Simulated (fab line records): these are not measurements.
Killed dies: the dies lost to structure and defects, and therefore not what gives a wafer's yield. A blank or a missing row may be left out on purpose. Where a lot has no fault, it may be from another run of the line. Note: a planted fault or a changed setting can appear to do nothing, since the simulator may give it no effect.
The tool behind it: which one? -- flow nand-harc -- 6 lots with 18 wafers sampled at 3 steps, on a route of 1159 steps

WHAT THE GAUGES SHOWED, per wafer
NHARC_A_BONDPAD_THK_MEAS_30: measures by ellipsometry.
lot,measured,on,thk-nm (nm)
L596,day 19 06:00,film-metro-02,198.8 199.6 198.8
L600,day 19 12:01,film-metro-02,200.2 200.7 202.0
L606,day 21 03:55,film-metro-01,199.6 200.4 199.8
L611,day 22 14:11,film-metro-02,199.6 200.6 199.3
L612,day 23 02:07,film-metro-01,200.3 199.4 200.7
L616,day 23 11:47,film-metro-01,199.8 199.4 200.9

EACH LOT AND THE TOOL THAT RAN IT (in order: tool; ch and the chambers of the sampled wafers; start)
lot,NHARC_A_M1_PRE_CLEAN_30,NHARC_A_BONDPAD_CMP_29
L596,"pvd-sputter-02, day 19 05:45 or earlier","cmp-04 ch 0,1,2, day 19 05:45"
L600,"pvd-sputter-02, day 19 11:48 or earlier","cmp-03 ch 0,3, day 19 11:48"
L606,"pvd-sputter-01, day 21 03:44 or earlier","cmp-04 ch 0,1,2, day 21 03:44"
L611,"pvd-sputter-03, day 22 13:56 or earlier","cmp-01 ch 2,3, day 22 13:56"
L612,"pvd-sputter-01, day 23 01:53 or earlier","cmp-04 ch 0,1,2, day 23 01:53"
L616,"pvd-sputter-02, day 23 11:33 or earlier","cmp-01 ch 0,1,3, day 23 11:33"
- NHARC_A_M1_PRE_CLEAN_30: time 30 s.
- NHARC_A_BONDPAD_CMP_29: polishes SiCN, target thk 200 nm.

THE ANSWER, worked out from the rows above alone
Rule: what is usual is taken from the lots themselves. Put in order of their means at a reading, lots are off if they are a third of the lots or fewer, leave a main group of 4 or more, and stand apart from it by a gap of 3 or more times the standard deviation of the main group's means; of several such gaps the widest counts. If all means in a main group match to the digits the tables above print for the reading, that group is not used. A lot without any number at a reading at which 4 lots or more have one is off too. All remaining lots with rows at the step are treated as sound.
No lot is off at any reading shown: from this, nothing can be told.

WHAT THE SIMULATOR HAD PUT IN
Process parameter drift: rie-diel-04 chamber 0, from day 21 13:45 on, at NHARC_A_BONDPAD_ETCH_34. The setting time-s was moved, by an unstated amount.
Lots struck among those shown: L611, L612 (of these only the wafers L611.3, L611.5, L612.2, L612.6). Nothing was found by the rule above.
